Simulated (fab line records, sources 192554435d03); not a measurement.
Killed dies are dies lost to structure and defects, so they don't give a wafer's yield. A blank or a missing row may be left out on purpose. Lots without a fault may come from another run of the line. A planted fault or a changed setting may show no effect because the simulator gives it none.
Chamber matching | flow n5_finfet | N5_BEOL_M3_ETCH_64 on rie_diel-01: 4 sister chambers
The step etches SOC in N2/H2, target depth 75 nm, overetch 15 nm, time 112.5 s. 4 wafers are shown with their chamber, then 12 later ones without.

WAFERS WITH THEIR CHAMBER
wafer  | chamber | drypump_motor_current_A (A)
L086.3 | 0       | 6.4
L090.2 | 3       | 5.3
L090.3 | 1       | 5.8
L090.6 | 2       | 5.1

WAFERS WITHOUT THEIR CHAMBER
wafer  | drypump_motor_current_A (A)
L089.1 | 5.1
L089.3 | 5.3
L089.6 | 6.4
L091.4 | 5.1
L091.5 | 6.4
L091.6 | 5.3
L096.2 | 5.1
L096.5 | 5.3
L096.6 | 5.1
L097.2 | 5.8
L097.4 | 6.3
L097.6 | 5.1

WHICH CHAMBER EACH WENT THROUGH
wafer  | from the rows above | in truth
L089.1 | 2                   | 2
L089.3 | 3                   | 3
L089.6 | 0                   | 0
L091.4 | 2                   | 2
L091.5 | 0                   | 0
L091.6 | 3                   | 3
L096.2 | 2                   | 2
L096.5 | 3                   | 3
L096.6 | 2                   | 2
L097.2 | 1                   | 1
L097.4 | 0                   | 0
L097.6 | 2                   | 2
Placed correctly: 12 of 12. Can't be placed from these rows: 0. Placed wrongly: 0.
How it was worked out, from the rows above alone: a wafer's distance from a chamber is the root of the sum, over the readings, of the square of ((its reading less the chamber's mean) divided by the reading's scatter). The wafer belongs to the nearest chamber; if the next one is less than 2 further off, it can't be placed. A chamber's mean is the mean of its shown wafers. The scatter: with one shown wafer a chamber, the root of the mean of the squares of how far each hidden wafer lies from its nearest shown one.
